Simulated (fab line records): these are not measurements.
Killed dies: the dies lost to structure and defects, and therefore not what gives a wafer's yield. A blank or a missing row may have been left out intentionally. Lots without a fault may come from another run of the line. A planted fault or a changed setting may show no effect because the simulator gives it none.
fab line records -- flow n5-finfet
record: lots: 6, wafers: 17, last-day: 18
route steps=1938 shown BEOL_M4@1052
lots untouched by any fault: they come from a run of this same line in which no faults occurred
start-h: hours from the record's first day to the start of the lot's first wafer shown -- wait-h: hours since the lot's step before -- " identical to the entry in the row above -- L1.1+2: one row covering several wafers at once -- - no value, or no start was given -- * or withheld: withheld -- < > ~ a bound
route shown NAME@n: a module of which the file shows steps, and the number in the route of the first -- usual: average and standard deviation across the fault-free wafers -- same: alike in all rows -- chamber/n: place in a boat -- sites: each site's reading -- _std_site: their standard deviation -- _edge_site: inner sites' mean taken away from outer sites' mean -- radius-mm: for every site, how far away it sits from the centre of the wafer -- mask NAME#n: copy n -- behind: the most recent tool/chamber to have shaped the wafer -- hold: cause of the lot's hold/its duration in hours/its outcome -- device: whichever transistor did not switch (one of n, p or np) -- end of line: at the end of the route, the tests of the same wafers -- where a step has no rows: the recipe by itself -- killed: the dies lost at the first sort to structure and to defects; this is not the yield of the wafer -- map: per-die view of a wafer (x killed, . not killed, _ where there is no die)
set.NAME: the setting the step ran with; set.NAME@STEP: the setting that earlier step ran with -- model.NAME: the simulator's own value behind a step, which no gauge read
certain route steps with their lots: each step a table, each wafer a row
services: from which hour (start-h, from the record's first day; less than 0 if before it) a tool's chamber was out of use, for how many hours, and why
== steps ==
step: N5_BEOL_M4_SOFTBAKE_23
recipe: temp-c: 110, time-s: 60, resist: CAR-EUV
step: N5_BEOL_M4_EXPOSE_25
recipe: mask-id: V3, na: 0.33, source-shape: quasar, sigma-inner: 0.2, sigma-outer: 0.8, polarization: unpolarized, defocus-nm: 5, dose-mj: 63
step: N5_BEOL_M4_PEB_26
recipe: peb-temp-c: 100, peb-time-s: 60, resist: CAR-EUV
step: N5_BEOL_M4_DEVELOP_27
recipe: develop-time-s: 30, developer: TMAH, resist: CAR-EUV, rinse-liquid: surfactant-rinse, dry: air-spin, dev-temp-c: 23
step: N5_BEOL_M4_CD_MEAS_28
recipe: target-cd-nm: 26.2, landing-energy-ev: 500, detector: se-inlens, target-cd-y-nm: 24.1, polarity: opening
usual: cd-nm: 26.38/0.27
lot.wafer,tool,chamber,start-h,wait-h,cd-nm
L408.2,cd-sem-01,0,171.13,-,26.29
L408.3,cd-sem-01,0,171.13,-,25.92
L408.4,cd-sem-01,0,171.13,-,26.45
L410.1,cd-sem-01,0,193.89,-,26.41
L410.2,cd-sem-01,0,193.89,-,26.45
L410.3,cd-sem-01,0,193.89,-,26.06
L422.2,cd-sem-02,0,260.95,-,26.56
L422.4,cd-sem-02,0,260.95,-,26.85
L422.6,cd-sem-02,0,260.95,-,26.36
L425.1,cd-sem-01,0,284.31,-,26.75
L425.5,cd-sem-01,0,284.31,-,26.17
L425.6,cd-sem-01,0,284.31,-,26.02
L423.1,cd-sem-01,0,284.41,-,26.65
L423.5,cd-sem-01,0,284.41,-,26.21
L430.2,cd-sem-02,0,303.91,-,26.53
L430.4,cd-sem-02,0,303.91,-,26.31
L430.6,cd-sem-02,0,303.91,-,26.58
step: N5_BEOL_M4_OVL_MEAS_29
recipe: points-per-wafer: 522
usual: V3_OVL: -0.7/0.73
lot.wafer,tool,chamber,start-h,wait-h,V3_OVL[nm]
L408.2,overlay-02,0,171.16,0.0,-0.6
L408.3,overlay-02,0,171.16,0.0,-1.2
L408.4,overlay-02,0,171.16,0.0,-0.5
L410.1,overlay-01,0,193.92,0.0,-0.4
L410.2,overlay-01,0,193.92,0.0,-0.5
L410.3,overlay-01,0,193.92,0.0,-1.1
L422.2,overlay-02,0,260.98,0.0,-0.2
L422.4,overlay-02,0,260.98,0.0,-0.4
L422.6,overlay-02,0,260.98,0.0,-0.2
L425.1,overlay-02,0,284.34,0.0,-1.0
L425.5,overlay-02,0,284.34,0.0,-0.9
L425.6,overlay-02,0,284.34,0.0,-1.6
L423.1,overlay-02,0,284.44,0.0,-1.6
L423.5,overlay-02,0,284.44,0.0,-2.1
L430.2,overlay-02,0,303.95,0.0,-0.1
L430.4,overlay-02,0,303.95,0.0,0.3
L430.6,overlay-02,0,303.95,0.0,0.0
step: N5_BEOL_M4_INSPECT_30
recipe: mode: adi, inspect-instrument: brightfield
usual: raw-defect-count: 392/84
lot.wafer,tool,chamber,start-h,wait-h,raw-defect-count
L408.2,defect-inspect-01,-,171.21,0.0,266
L408.3,defect-inspect-01,-,171.21,0.0,308
L408.4,defect-inspect-01,-,171.21,0.0,314
L410.1,defect-inspect-01,-,193.98,0.1,422
L410.2,defect-inspect-01,-,193.98,0.1,580
L410.3,defect-inspect-01,-,193.98,0.1,329
L422.2,defect-inspect-02,-,261.04,0.0,323
L422.4,defect-inspect-02,-,261.04,0.0,372
L422.6,defect-inspect-02,-,261.04,0.0,289
L425.1,defect-inspect-02,-,284.40,0.1,437
L425.5,defect-inspect-02,-,284.40,0.1,532
L425.6,defect-inspect-02,-,284.40,0.1,442
L423.1,defect-inspect-02,-,284.51,0.1,428
L423.5,defect-inspect-02,-,284.51,0.1,305
L430.2,defect-inspect-02,-,304.00,0.0,450
L430.4,defect-inspect-02,-,304.00,0.0,329
L430.6,defect-inspect-02,-,304.00,0.0,417
step: N5_BEOL_M4_DESCUM_33
recipe: chemistry: O2, time-s: 7, source-power-w: 50, bias-power-w: 20, pressure-mtorr: 20, rf-frequency-hz: 2.712e+07, temp-c: 40, resist: CAR-EUV, o2-flow-sccm: 225
usual: drypump-motor-current-A: 5.5/0.54, oes-product-au: 0.79/0.088, rf-vpp-V: 243.4/1.1, showerhead-plenum-p-Torr: 2.11/0.052, throttle-valve-pct: 20.4/0.32
lot.wafer,tool,chamber,start-h,wait-h,drypump-motor-current-A,oes-product-au,rf-hours-counter-h,rf-vpp-V,showerhead-plenum-p-Torr,throttle-valve-pct
L408.2,rie-diel-05,1,171.25,0.0,4.9,0.72,181,243.6,2.09,20.2
L408.3,rie-diel-05,3,171.25,0.0,5.6,0.70,233,244.9,2.17,20.6
L408.4,rie-diel-05,2,171.25,0.0,5.9,0.86,53,242.1,2.05,20.2
L410.1,rie-diel-02,1,194.28,0.3,5.7,0.77,142,243.9,2.12,20.8
L410.2,rie-diel-02,2,194.28,0.3,5.1,0.70,202,244.2,2.17,20.6
L410.3,rie-diel-02,0,194.28,0.3,6.2,0.69,226,245.2,2.17,21.0
L422.2,rie-diel-05,0,261.07,0.0,6.3,0.76,153,243.1,1.97,20.1
L422.4,rie-diel-05,1,261.07,0.0,4.9,0.69,217,243.3,2.07,20.2
L422.6,rie-diel-05,2,261.07,0.0,5.9,0.83,-,242.9,2.04,20.3
L425.1,rie-diel-06,0,284.43,0.0,5.3,0.72,212,244.5,2.13,20.5
L425.5,rie-diel-06,1,284.43,0.0,6.5,0.80,-,244.2,2.11,20.0
L425.6,rie-diel-06,0,284.43,0.0,5.3,0.71,-,246.7,2.13,20.5
L423.1,rie-diel-02,1,284.54,0.0,5.7,0.73,173,243.6,2.11,20.9
L423.5,rie-diel-02,3,284.54,0.0,5.3,0.88,-,243.9,2.15,20.8
L430.2,rie-diel-02,2,304.03,0.0,5.1,0.66,244,243.8,2.15,20.7
L430.4,rie-diel-02,0,304.03,0.0,6.2,0.95,-,243.3,2.16,20.8
L430.6,rie-diel-02,2,304.03,0.0,5.1,0.67,-,244.0,2.15,20.7
step: N5_BEOL_M4_ETCH_77
recipe: chemistry: N2/H2, target: underlayer, target-depth-a: 65, mask-material: CAR-EUV, time-s: 5.2, ion-energy-ev: 200, pressure-mtorr: 30, source-w: 840, bias-w: 150, n2-flow-sccm: 200, h2-flow-sccm: 200, ends: cleared
usual: drypump-motor-current-A: 5.5/0.55, etch-rf-on-time-s: 5.29/0.18, oes-product-au: 0.67/0.072, rf-fwd-power-W: 819.6/2.1, rf-vpp-V: 524.2/2.4, showerhead-plenum-p-Torr: 2.56/0.063, throttle-valve-pct: 17.8/0.33
lot.wafer,tool,chamber,start-h,wait-h,drypump-motor-current-A,etch-rf-on-time-s,oes-product-au,rf-fwd-power-W,rf-hours-counter-h,rf-vpp-V,showerhead-plenum-p-Torr,throttle-valve-pct
L408.2,rie-diel-05,1,171.28,0.0,4.9,5.69,0.58,821.9,181,526.2,2.54,17.7
L408.3,rie-diel-05,3,171.28,0.0,5.6,5.15,0.60,819.5,233,526.0,2.60,17.8
L408.4,rie-diel-05,2,171.28,0.0,5.9,5.42,0.71,818.9,53,521.0,2.47,17.5
L410.1,rie-diel-02,1,194.32,0.0,5.7,5.24,0.64,815.2,142,523.0,2.56,18.3
L410.2,rie-diel-02,2,194.32,0.0,5.1,5.11,0.61,820.4,202,523.7,2.65,18.3
L410.3,rie-diel-02,0,194.32,0.0,6.2,5.40,0.59,818.3,226,525.7,2.62,18.3
L422.2,rie-diel-05,0,261.11,0.0,6.3,5.22,0.65,820.1,153,521.3,2.41,17.6
L422.4,rie-diel-05,1,261.11,0.0,4.9,5.62,0.57,816.5,217,522.8,2.52,17.8
L422.6,rie-diel-05,2,261.11,0.0,5.9,5.34,0.70,815.8,-,522.7,2.46,17.5
L425.1,rie-diel-06,0,284.46,0.0,5.3,5.51,0.60,818.8,212,528.5,2.61,18.1
L425.5,rie-diel-06,1,284.46,0.0,6.5,5.22,0.66,823.5,-,521.9,2.58,17.6
L425.6,rie-diel-06,0,284.46,0.0,5.3,5.49,0.59,817.8,-,524.5,2.61,18.1
L423.1,rie-diel-02,1,284.57,0.0,5.7,5.26,0.62,821.3,173,524.8,2.55,18.3
L423.5,rie-diel-02,3,284.57,0.0,5.3,5.10,0.77,821.6,-,526.7,2.58,17.9
L430.2,rie-diel-02,2,304.07,0.0,5.1,5.10,0.58,820.7,244,524.5,2.64,18.4
L430.4,rie-diel-02,0,304.07,0.0,6.2,5.38,0.81,818.6,-,525.5,2.61,17.9
L430.6,rie-diel-02,2,304.07,0.0,5.1,5.14,0.58,820.6,-,525.5,2.64,18.4
step: N5_BEOL_M4_ETCH_69
recipe: chemistry: CF4, target: SiARC, target-depth-a: 156, mask-material: CAR-EUV, time-s: 26, ion-energy-ev: 80, pressure-mtorr: 40, source-w: 545, bias-w: 36, Ar_flow_sccm: 100, cf4-flow-sccm: 100, ends: cleared
usual: drypump-motor-current-A: 5.5/0.55, etch-rf-on-time-s: 26.2/0.83, oes-product-au: 0.67/0.072, rf-fwd-power-W: 533.4/2, rf-vpp-V: 184.2/0.96, showerhead-plenum-p-Torr: 2.15/0.044, throttle-valve-pct: 15.5/0.3
lot.wafer,tool,chamber,start-h,wait-h,drypump-motor-current-A,etch-rf-on-time-s,oes-product-au,rf-fwd-power-W,rf-hours-counter-h,rf-vpp-V,showerhead-plenum-p-Torr,throttle-valve-pct
L408.2,rie-diel-05,1,171.30,0.0,4.9,28.5,0.58,532.9,181,184.2,2.14,15.5
L408.3,rie-diel-05,3,171.30,0.0,5.6,26.0,0.60,533.5,233,183.1,2.20,15.7
L408.4,rie-diel-05,2,171.30,0.0,5.9,26.4,0.72,535.4,53,183.8,2.10,15.4
L410.1,rie-diel-02,1,194.33,0.0,5.7,26.3,0.65,530.7,142,183.5,2.14,15.8
L410.2,rie-diel-02,2,194.33,0.0,5.1,25.7,0.61,531.4,202,185.4,2.20,15.7
L410.3,rie-diel-02,0,194.33,0.0,6.2,27.2,0.59,532.3,226,184.4,2.19,16.0
L422.2,rie-diel-05,0,261.12,0.0,6.3,25.8,0.66,532.1,153,182.7,2.06,15.6
L422.4,rie-diel-05,1,261.12,0.0,4.9,27.7,0.56,532.5,217,183.6,2.13,15.6
L422.6,rie-diel-05,2,261.12,0.0,5.9,26.2,0.70,537.2,-,183.0,2.09,15.5
L425.1,rie-diel-06,0,284.48,0.0,5.3,26.8,0.60,538.0,212,185.7,2.20,15.9
L425.5,rie-diel-06,1,284.48,0.0,6.5,25.9,0.67,532.2,-,183.8,2.14,15.1
L425.6,rie-diel-06,0,284.48,0.0,5.3,27.0,0.60,535.5,-,185.0,2.20,15.9
L423.1,rie-diel-02,1,284.59,0.0,5.8,26.2,0.62,534.2,173,183.2,2.13,15.9
L423.5,rie-diel-02,3,284.59,0.0,5.3,25.6,0.75,531.4,-,183.7,2.19,15.7
L430.2,rie-diel-02,2,304.08,0.0,5.1,25.1,0.59,529.8,244,183.3,2.19,15.8
L430.4,rie-diel-02,0,304.08,0.0,6.2,26.3,0.82,535.3,-,185.2,2.18,15.6
L430.6,rie-diel-02,2,304.08,0.0,5.1,25.2,0.59,530.5,-,183.1,2.19,15.8
step: N5_BEOL_M4_ALD_98
recipe: material: SiO2, target-thk-a: 25, temp-c: 100, ald-precursor-family: BDEAS, ald-co-reactant: O2-plasma, pulse-time-s: 1, co-reactant-pulse-time-s: 1, purge-time-s: 2, co-reactant-purge-time-s: 2, ald-cycles: 17, pressure-torr: 2
usual: heater-power-w: 77/9.8, precursor-pulse-height-rel: 1.001/0.019, susceptor-temp-C: 99.99/0.11
same: ald-cycles: 17
lot.wafer,tool,chamber,start-h,wait-h,heater-power-w,precursor-pulse-height-rel,susceptor-temp-C
L408.2,ald-sin-02,1,171.88,0.5,77,1.005,99.93
L408.3,ald-sin-02,0,171.88,0.5,73,1.001,99.94
L408.4,ald-sin-02,2,171.88,0.5,78,1.009,99.97
L410.1,ald-sin-04,1,194.42,0.1,76,0.988,99.99
L410.2,ald-sin-04,3,194.42,0.1,62,1.021,99.90
L410.3,ald-sin-04,0,194.42,0.1,63,1.020,100.05
L422.2,ald-sin-02,0,261.21,0.1,74,1.012,99.98
L422.4,ald-sin-02,2,261.21,0.1,78,0.984,100.09
L422.6,ald-sin-02,2,261.21,0.1,80,0.979,99.88
L425.1,ald-sin-04,2,284.57,0.1,67,1.029,99.99
L425.5,ald-sin-04,3,284.57,0.1,60,1.004,99.88
L425.6,ald-sin-04,2,284.57,0.1,69,1.017,99.98
L423.1,ald-sin-04,2,284.67,0.1,68,1.035,99.85
L423.5,ald-sin-04,2,284.67,0.1,67,0.976,99.73
L430.2,ald-sin-04,3,304.24,0.1,60,1.024,100.06
L430.4,ald-sin-04,1,304.24,0.1,76,1.016,100.14
L430.6,ald-sin-04,3,304.24,0.1,61,1.015,100.04
step: N5_BEOL_M4_ETCHBACK_99
recipe: chemistry: CHF3, target: SiO2, target-depth-a: 50, time-s: 10.4, source-w: 215, bias-w: 47, Ar_flow_sccm: 200, CHF3_flow_sccm: 12, ion-energy-ev: 100, pressure-mtorr: 30
usual: drypump-motor-current-A: 5.6/0.53, oes-product-au: 0.78/0.091, rf-vpp-V: 237/6.2, showerhead-plenum-p-Torr: 2.16/0.053, throttle-valve-pct: 17.07/0.28
lot.wafer,tool,chamber,start-h,wait-h,drypump-motor-current-A,oes-product-au,rf-hours-counter-h,rf-vpp-V,showerhead-plenum-p-Torr,throttle-valve-pct
L408.2,rie-diel-06,3,173.15,1.2,4.8,0.88,31,244,2.10,16.53
L408.3,rie-diel-06,0,173.15,1.2,5.3,0.75,176,233,2.24,17.32
L408.4,rie-diel-06,2,173.15,1.2,5.4,0.97,-,244,2.18,16.83
L410.1,rie-diel-02,3,197.41,2.9,5.3,0.98,1,229,2.19,17.09
L410.2,rie-diel-02,1,197.41,2.9,5.7,0.75,143,241,2.16,17.34
L410.3,rie-diel-02,2,197.41,2.9,5.1,0.71,203,237,2.23,17.25
L422.2,rie-diel-02,2,264.20,2.9,5.1,0.69,225,237,2.22,17.29
L422.4,rie-diel-02,3,264.20,2.9,5.3,0.89,24,230,2.18,17.14
L422.6,rie-diel-02,1,264.20,2.9,5.8,0.73,-,240,2.15,17.38
L425.1,rie-diel-02,3,286.17,1.6,5.3,0.88,32,229,2.18,17.14
L425.5,rie-diel-02,3,286.17,1.6,5.3,0.87,-,229,2.18,17.13
L425.6,rie-diel-02,1,286.17,1.6,5.8,0.73,-,241,2.15,17.41
L423.1,rie-diel-05,2,286.30,1.6,5.9,0.80,89,228,2.10,16.93
L423.5,rie-diel-05,0,286.30,1.6,6.3,0.75,-,231,2.07,17.12
L430.2,rie-diel-05,1,313.55,9.3,4.9,0.66,238,237,2.15,17.15
L430.4,rie-diel-05,1,313.55,9.3,4.9,0.66,-,235,2.15,17.13
L430.6,rie-diel-05,0,313.55,9.3,6.3,0.76,-,231,2.07,17.14
step: N5_BEOL_M4_ETCH_70
recipe: chemistry: N2/H2, target: SOC, target-depth-a: 800, overetch-a: 240, mask-material: SiARC, temp-c: 40, time-s: 130, ion-energy-ev: 200, pressure-mtorr: 30, source-w: 840, bias-w: 150, n2-flow-sccm: 200, h2-flow-sccm: 200
usual: drypump-motor-current-A: 5.6/0.53, oes-product-au: 0.58/0.063, rf-fwd-power-W: 836.5/2.7, rf-vpp-V: 524.0/2, showerhead-plenum-p-Torr: 2.55/0.076, throttle-valve-pct: 17.8/0.33
lot.wafer,tool,chamber,start-h,wait-h,drypump-motor-current-A,oes-product-au,rf-fwd-power-W,rf-hours-counter-h,rf-vpp-V,showerhead-plenum-p-Torr,throttle-valve-pct,model.SiARC_of_BEOL_M4_COAT_68.thk-nm
L408.2,rie-diel-06,3,173.19,0.0,4.8,0.66,839.4,31,521.4,2.49,17.3,6
L408.3,rie-diel-06,0,173.19,0.0,5.3,0.55,841.2,176,524.9,2.63,18.0,6.4
L408.4,rie-diel-06,2,173.19,0.0,5.5,0.70,837.9,-,525.1,2.59,17.5,5.6
L410.1,rie-diel-02,3,197.44,0.0,5.3,0.71,835.9,1,525.7,2.60,17.8,6
L410.2,rie-diel-02,1,197.44,0.0,5.7,0.56,836.6,143,524.7,2.56,18.2,5.8
L410.3,rie-diel-02,2,197.44,0.0,5.1,0.52,834.6,203,526.4,2.65,18.3,5.8
L422.2,rie-diel-02,2,264.24,0.0,5.1,0.51,1040.3,225,489.0,2.65,18.3,5
L422.4,rie-diel-02,3,264.24,0.0,5.3,0.65,1038.1,24,488.3,2.59,17.9,5.2
L422.6,rie-diel-02,1,264.24,0.0,5.7,0.55,1039.3,-,487.7,2.55,18.3,5.2
L425.1,rie-diel-02,3,286.21,0.0,5.3,0.64,1034.5,32,489.7,2.58,17.9,5.4
L425.5,rie-diel-02,3,286.21,0.0,5.3,0.64,1041.7,-,488.7,2.58,17.9,5.2
L425.6,rie-diel-02,1,286.21,0.0,5.8,0.54,1034.0,-,485.9,2.55,18.3,5.2
L423.1,rie-diel-05,2,286.34,0.0,6.0,0.60,834.2,89,521.1,2.46,17.5,6.2
L423.5,rie-diel-05,0,286.34,0.0,6.3,0.55,835.2,-,519.3,2.40,17.5,6
L430.2,rie-diel-05,1,313.59,0.0,4.9,0.50,837.6,238,522.3,2.51,17.7,6.4
L430.4,rie-diel-05,1,313.59,0.0,4.9,0.49,836.0,-,524.0,2.51,17.7,6.4
L430.6,rie-diel-05,0,313.59,0.0,6.3,0.54,835.2,-,520.9,2.40,17.6,6
step: N5_BEOL_M4_STRIP_71
recipe: chemistry: N2/H2, temp-c: 40, n2-flow-sccm: 200, h2-flow-sccm: 200, rf-frequency-hz: 6e+07
step: N5_BEOL_M4_RC_MEAS_101
usual: DIBL_N: 36.5/2.2, DIBL_P: 36.9/2.9, IOFF_N: 0.17/0.044, IOFF_P: 0.22/0.052, ION_N: 671/16, ION_P: 461/10, SS_N: 71.6/0.73, SS_P: 73.5/0.79, VT_N: 250/4.1, VT_P: -250/4.1
lot.wafer,tool,chamber,start-h,wait-h,DIBL_N[mV/V],DIBL_P[mV/V],IOFF_N[nA/um],IOFF_P[nA/um],ION_N[uA/um],ION_P[uA/um],SS_N[mV/dec],SS_P[mV/dec],VT_N[mV],VT_P[mV]
L408.2,prober-01,0,178.79,0.2,33.2,33.3,0.11,0.14,671,456,70.3,72.2,254,-258
L408.3,prober-01,0,178.79,0.2,31.7,33.4,0.09,0.14,645,451,69.8,72.1,259,-257
L408.4,prober-01,0,178.79,0.2,34.6,33.1,0.12,0.13,650,444,71.3,72.3,257,-260
L410.1,prober-01,0,203.00,0.0,35.3,35.6,0.13,0.19,650,447,71.8,72.9,254,-251
L410.2,prober-01,0,203.00,0.0,40.3,42.1,0.22,0.30,684,465,72.8,74.7,248,-249
L410.3,prober-01,0,203.00,0.0,36.6,38.1,0.15,0.23,671,465,71.7,73.6,251,-247
L422.2,prober-02,0,268.72,0.2,38.8,40.6,0.19,0.26,666,463,71.6,74.2,248,-248
L422.4,prober-02,0,268.72,0.2,34.5,34.9,0.13,0.18,662,460,71.5,73.4,253,-252
L422.6,prober-02,0,268.72,0.2,34.7,35.1,0.12,0.18,662,455,71.3,73.3,254,-257
L425.1,prober-02,0,290.62,0.0,34.7,34.4,0.14,0.19,666,459,71.3,72.9,250,-249
L425.5,prober-02,0,290.62,0.0,36.5,38.7,0.17,0.25,680,472,70.9,74.2,247,-245
L425.6,prober-02,0,290.62,0.0,34.5,36.3,0.13,0.22,645,454,70.6,73.6,253,-249
L423.1,prober-01,0,291.19,0.3,37.5,39.0,0.21,0.25,686,475,72.1,73.5,248,-248
L423.5,prober-01,0,291.19,0.3,35.6,36.9,0.16,0.21,665,455,71.7,73.2,249,-250
L430.2,prober-01,0,317.98,0.2,39.2,40.9,0.21,0.29,694,475,72.2,74.2,245,-246
L430.4,prober-01,0,317.98,0.2,36.9,36.9,0.14,0.21,658,456,71.6,73.0,253,-251
L430.6,prober-01,0,317.98,0.2,37.1,37.6,0.17,0.21,679,466,72.3,73.8,248,-251
== services ==
tool,chamber,start-h,hours,kind
rie-diel-06,1,173.12,2.4,repair
rie-diel-06,0,174.16,8.3,repair
rie-diel-02,3,177.94,-,clean
rie-diel-02,3,177.94,-,consumable-replace:focus-ring
rie-diel-02,3,177.94,17.6,scheduled-down
rie-diel-02,3,177.94,17.6,vent-cycle
ald-sin-02,-,191.13,14.6,pm
ald-sin-02,0,210.93,13.8,repair
rie-diel-05,3,211.18,8.2,repair
rie-diel-05,3,228.10,-,clean
rie-diel-05,3,228.10,-,consumable-replace:esc
rie-diel-05,3,228.10,-,consumable-replace:focus-ring
rie-diel-05,3,228.10,26.0,scheduled-down
rie-diel-05,3,228.10,26.0,vent-cycle
rie-diel-05,1,231.51,7.3,repair
ald-sin-04,-,268.38,14.0,pm
rie-diel-02,0,271.52,9.9,repair
rie-diel-02,0,281.47,-,clean
rie-diel-02,0,281.47,-,consumable-replace:focus-ring
rie-diel-02,0,281.47,15.5,scheduled-down
rie-diel-02,0,281.47,15.5,vent-cycle
rie-diel-02,3,287.60,16.7,repair
ald-sin-04,0,291.09,2.0,repair
ald-sin-04,2,299.66,12.2,repair
== key ==
first-sign: step: N5_BEOL_M4_ETCH_70, reading: rf-fwd-power-W, direction: up, sigmas: 76, usual: *, struck: *
effect: step: N5_BEOL_M4_ETCH_70, reading: rf-vpp-V, direction: down, sigmas: 17, usual: 524.0, struck: 488.2
model-effect: step: N5_BEOL_M4_ETCH_70, value: SiARC_of_BEOL_M4_COAT_68.thk-nm, without: 5.933, struck: 5.2
met-at N5_BEOL_M4_ETCH_70
struck-wafers L422.2,L422.4,L422.6,L425.1,L425.5,L425.6
onset-between 197.44 264.24
fault: kind: process-parameter-drift, tool: rie-diel-02, chamber: -, onset-h: 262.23, steps: N5_BEOL_M4_ETCH_70, channel: source-w, offset: 201.6, shape: step, end-h: 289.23, acts-in: these-recipes-only, stated: 840
